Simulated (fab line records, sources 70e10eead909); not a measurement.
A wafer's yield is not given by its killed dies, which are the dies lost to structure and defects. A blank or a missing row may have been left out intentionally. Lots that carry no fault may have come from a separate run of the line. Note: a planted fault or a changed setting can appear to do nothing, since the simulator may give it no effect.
Chamber matching | flow nandHarc | NHARC_A_CONTACT_ETCH_110 on rieDiel-12: 4 sister chambers
The step etches the open film in CF4/O2, target depth 60 nm, overetch 6 nm, time 33 s. 39 wafers are shown with their chamber, then 12 later ones without.

## WAFERS PAIRED WITH THEIR CHAMBERS
wafer  | chamber | drypumpMotorCurrentA (A) | showerheadPlenumPTorr (Torr) | rfVppV (V)
L075.1 | 1       | 5.7                      | 1.40                         | 199.2
L075.5 | 0       | 6.1                      | 1.33                         | 197.9
L075.6 | 1       | 5.7                      | 1.40                         | 199.3
L074.2 | 0       | 6.0                      | 1.33                         | 198.2
L074.4 | 3       | 6.5                      | 1.37                         | 197.8
L074.6 | 2       | 5.6                      | 1.33                         | 198.1
L076.1 | 3       | 6.5                      | 1.37                         | 199.6
L076.2 | 2       | 5.6                      | 1.33                         | 197.2
L076.3 | 0       | 6.1                      | 1.33                         | 197.6
L077.2 | 0       | 6.0                      | 1.33                         | 198.5
L077.3 | 3       | 6.5                      | 1.37                         | 196.3
L077.4 | 2       | 5.6                      | 1.33                         | 197.8
L078.1 | 2       | 5.6                      | 1.32                         | 199.0
L078.2 | 3       | 6.5                      | 1.37                         | 198.6
L078.6 | 0       | 6.1                      | 1.33                         | 196.5
L081.1 | 2       | 5.6                      | 1.32                         | 195.8
L081.5 | 1       | 5.7                      | 1.40                         | 198.9
L081.6 | 2       | 5.6                      | 1.32                         | 199.5
L082.1 | 2       | 5.6                      | 1.32                         | 197.2
L082.4 | 1       | 5.7                      | 1.40                         | 198.1
L082.5 | 1       | 5.7                      | 1.40                         | 199.3
L086.2 | 2       | 5.6                      | 1.32                         | 196.4
L086.4 | 1       | 5.7                      | 1.40                         | 199.1
L086.6 | 0       | 6.0                      | 1.33                         | 197.8
L084.1 | 0       | 6.0                      | 1.33                         | 198.2
L084.2 | 1       | 5.7                      | 1.40                         | 198.8
L084.6 | 2       | 5.6                      | 1.32                         | 197.7
L083.2 | 0       | 6.0                      | 1.33                         | 196.2
L083.3 | 2       | 5.6                      | 1.32                         | 196.4
L083.4 | 1       | 5.7                      | 1.40                         | 200.6
L087.1 | 1       | 5.7                      | 1.40                         | 200.3
L087.2 | 0       | 6.0                      | 1.33                         | 196.3
L087.3 | 2       | 5.6                      | 1.32                         | 196.7
L091.1 | 0       | 6.1                      | 1.33                         | 198.5
L091.4 | 2       | 5.6                      | 1.32                         | 197.2
L091.5 | 3       | 6.5                      | 1.36                         | 199.3
L092.2 | 0       | 6.0                      | 1.33                         | 198.2
L092.3 | 3       | 6.6                      | 1.36                         | 198.6
L092.4 | 1       | 5.7                      | 1.39                         | 197.5

SIGNATURES, as means of the wafers listed above
reading               | chamber 0 | chamber 1 | chamber 2 | chamber 3 | scatter within a chamber
drypumpMotorCurrentA  | 6.036     | 5.700     | 5.600     | 6.517     | 0.0311
showerheadPlenumPTorr | 1.3300    | 1.3990    | 1.3225    | 1.3667    | 0.00358
rfVppV                | 197.627   | 199.110   | 197.417   | 198.367   | 1
Rule: distance of a wafer from a chamber = root of the sum over the readings of ((wafer's reading minus chamber's mean) / reading's scatter) squared. The wafer belongs to the nearest chamber; if the next one is less than 2 further off, it can't be placed. The scatter is the square root of a quotient: the sum, over the shown wafers, of each reading's squared deviation from its chamber's mean, divided by wafers minus chambers.

## WAFERS WITH NO CHAMBER GIVEN
wafer  | drypumpMotorCurrentA (A) | showerheadPlenumPTorr (Torr) | rfVppV (V)
L094.1 | 5.6                      | 1.32                         | 197.8
L094.5 | 6.1                      | 1.33                         | 197.3
L094.6 | 5.7                      | 1.39                         | 199.3
L095.1 | 5.6                      | 1.32                         | 198.7
L095.4 | 5.7                      | 1.39                         | 199.5
L095.6 | 5.6                      | 1.32                         | 196.8
L096.1 | 6.6                      | 1.36                         | 197.5
L096.5 | 5.6                      | 1.32                         | 197.3
L096.6 | 6.1                      | 1.33                         | 197.6
L097.2 | 5.6                      | 1.32                         | 198.1
L097.4 | 6.1                      | 1.33                         | 197.9
L097.6 | 5.6                      | 1.32                         | 196.5

## WHICH CHAMBER EACH WENT THROUGH
wafer  | from the rows above | in truth
L094.1 | 2                   | 2
L094.5 | 0                   | 0
L094.6 | 1                   | 1
L095.1 | 2                   | 2
L095.4 | 1                   | 1
L095.6 | 2                   | 2
L096.1 | 3                   | 3
L096.5 | 2                   | 2
L096.6 | 0                   | 0
L097.2 | 2                   | 2
L097.4 | 0                   | 0
L097.6 | 2                   | 2
Correctly placed: 12 of 12. Number that these rows cannot place: 0. Wrongly placed: 0.
